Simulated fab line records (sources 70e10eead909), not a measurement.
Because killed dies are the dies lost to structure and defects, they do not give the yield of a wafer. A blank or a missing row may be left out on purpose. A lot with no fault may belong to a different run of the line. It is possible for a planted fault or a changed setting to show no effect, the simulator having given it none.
Matching of chambers | flow nand-harc | NHARC_P_STI_DESCUM_14 on rie-diel-08 has 4 sister chambers
The step chemistry O2, time 3 s. 16 wafers are shown with their chamber, then 8 later ones without.

== WAFERS WITH THEIR CHAMBER ==
wafer  | chamber | showerhead-plenum-p-Torr (Torr) | throttle-valve-pct (%) | rf-vpp-V (V)
L982.3 | 1       | 1.89                            | 11.315                 | 57.6
L982.4 | 2       | 1.95                            | 11.306                 | 56.8
L982.6 | 0       | 1.99                            | 11.320                 | 57.9
L986.2 | 0       | 1.99                            | 11.312                 | 57.8
L986.3 | 3       | 1.94                            | 11.323                 | 57.9
L986.4 | 2       | 1.94                            | 11.324                 | 57.3
L987.1 | 0       | 1.99                            | 11.313                 | 57.7
L987.4 | 2       | 1.94                            | 11.305                 | 58.0
L987.5 | 0       | 1.99                            | 11.336                 | 57.0
L988.3 | 0       | 1.99                            | 11.314                 | 58.2
L988.4 | 3       | 1.94                            | 11.317                 | 58.2
L988.5 | 2       | 1.94                            | 11.315                 | 59.0
L989.2 | 3       | 1.94                            | 11.323                 | 58.8
L989.5 | 1       | 1.89                            | 11.304                 | 58.6
L989.6 | 2       | 1.94                            | 11.323                 | 57.2
L992.1 | 2       | 1.94                            | 11.314                 | 57.8

SIGNATURES, as means of the wafers listed above
reading                  | chamber 0 | chamber 1 | chamber 2 | chamber 3 | scatter within a chamber
showerhead-plenum-p-Torr | 1.9900    | 1.8900    | 1.9417    | 1.9400    | 0.00264
throttle-valve-pct       | 11.31900  | 11.30950  | 11.31450  | 11.32100  | 0.00822
rf-vpp-V                 | 57.720    | 58.100    | 57.683    | 58.300    | 0.627
Rule: a wafer's distance from a chamber is the root of the sum, over the readings, of the square of ((its reading less the chamber's mean) divided by the reading's scatter). The wafer belongs to the nearest chamber; if the next one is less than 2 further off, it can't be placed. How the scatter is found: for the shown wafers, subtract from each reading the mean of its chamber, square and add these, divide the total by (wafers less chambers), then take the root.

== WAFERS WITHOUT THEIR CHAMBER ==
wafer  | showerhead-plenum-p-Torr (Torr) | throttle-valve-pct (%) | rf-vpp-V (V)
L992.3 | 1.94                            | 11.308                 | 58.3
L992.6 | 1.94                            | 11.328                 | 56.9
L994.2 | 1.94                            | 11.317                 | 57.8
L994.4 | 1.89                            | 11.316                 | 57.4
L994.6 | 1.89                            | 11.307                 | 57.8
L105.1 | 1.94                            | 11.300                 | 57.4
L105.4 | 1.93                            | 11.310                 | 57.7
L105.5 | 1.89                            | 11.314                 | 58.5

== CHAMBER TAKEN BY EACH ==
wafer  | from the rows above     | in truth
L992.3 | can't be placed: 2 or 3 | 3
L992.6 | can't be placed: 2 or 3 | 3
L994.2 | can't be placed: 2 or 3 | 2
L994.4 | 1                       | 1
L994.6 | 1                       | 1
L105.1 | can't be placed: 2 or 3 | 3
L105.4 | can't be placed: 3 or 2 | 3
L105.5 | 1                       | 1
Correct placement for 3 of the 8. Unplaceable from these rows: 5, with the true chamber sitting among the candidates in 5. 0 placed wrongly.
